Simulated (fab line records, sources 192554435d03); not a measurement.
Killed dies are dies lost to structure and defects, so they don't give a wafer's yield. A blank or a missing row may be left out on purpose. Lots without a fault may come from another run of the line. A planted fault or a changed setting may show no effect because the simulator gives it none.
Chamber matching | flow n5_finfet | N5_MOL_CONTACT_COAG_CO_FILL_22 on cvd_co-01: 3 sister chambers
The step material Co, precursor CCTBA/H2, target thk 20 nm. 33 wafers are shown with their chamber, then 12 later ones without.

WAFERS WITH THEIR CHAMBER
wafer  | chamber | heater_power_w (W) | heater_power_outer_w (W)
L074.2 | 0       | 216                | 115
L074.3 | 1       | 272                | 148
L074.4 | 2       | 254                | 140
L075.1 | 1       | 269                | 146
L075.5 | 1       | 267                | 146
L075.6 | 2       | 259                | 142
L076.3 | 2       | 265                | 138
L076.4 | 1       | 268                | 143
L076.6 | 2       | 265                | 142
L077.3 | 0       | 220                | 112
L077.4 | 1       | 266                | 148
L077.6 | 2       | 261                | 142
L078.1 | 2       | 257                | 139
L078.5 | 2       | 260                | 144
L078.6 | 0       | 219                | 114
L079.2 | 2       | 265                | 138
L079.4 | 2       | 255                | 143
L079.6 | 0       | 214                | 117
L080.4 | 0       | 209                | 113
L080.5 | 0       | 220                | 116
L080.6 | 2       | 261                | 139
L082.1 | 0       | 216                | 112
L082.3 | 2       | 250                | 145
L082.5 | 1       | 251                | 133
L083.1 | 0       | 216                | 115
L083.3 | 1       | 258                | 135
L083.5 | 0       | 214                | 114
L084.3 | 1       | 257                | 135
L084.4 | 2       | 265                | 143
L084.5 | 1       | 262                | 137
L086.2 | 0       | 219                | 115
L086.5 | 0       | 217                | 115
L086.6 | 2       | 261                | 145

SIGNATURES (means of the wafers above)
reading              | chamber 0 | chamber 1 | chamber 2 | scatter within a chamber
heater_power_w       | 216.36    | 263.33    | 259.85    | 5.01
heater_power_outer_w | 114.36    | 141.22    | 141.54    | 3.67
Rule: a wafer's distance from a chamber is the root of the sum, over the readings, of the square of ((its reading less the chamber's mean) divided by the reading's scatter). The wafer belongs to the nearest chamber; if the next one is less than 2 further off, it can't be placed. The scatter: the root of (the sum of the squares of (reading less its chamber's mean) over the shown wafers, divided by (wafers less chambers)).

WAFERS WITHOUT THEIR CHAMBER
wafer  | heater_power_w (W) | heater_power_outer_w (W)
L090.3 | 216                | 115
L090.5 | 260                | 143
L090.6 | 256                | 137
L092.3 | 213                | 118
L092.4 | 267                | 145
L092.5 | 216                | 114
L093.2 | 216                | 118
L093.4 | 261                | 136
L093.5 | 217                | 115
L095.1 | 220                | 115
L095.4 | 266                | 145
L095.5 | 217                | 112

WHICH CHAMBER EACH WENT THROUGH
wafer  | from the rows above     | in truth
L090.3 | 0                       | 0
L090.5 | can't be placed: 2 or 1 | 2
L090.6 | can't be placed: 2 or 1 | 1
L092.3 | 0                       | 0
L092.4 | can't be placed: 1 or 2 | 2
L092.5 | 0                       | 0
L093.2 | 0                       | 0
L093.4 | can't be placed: 1 or 2 | 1
L093.5 | 0                       | 0
L095.1 | 0                       | 0
L095.4 | can't be placed: 1 or 2 | 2
L095.5 | 0                       | 0
Placed correctly: 7 of 12. Can't be placed from these rows: 5 (the true chamber is among the candidates in 5). Placed wrongly: 0.
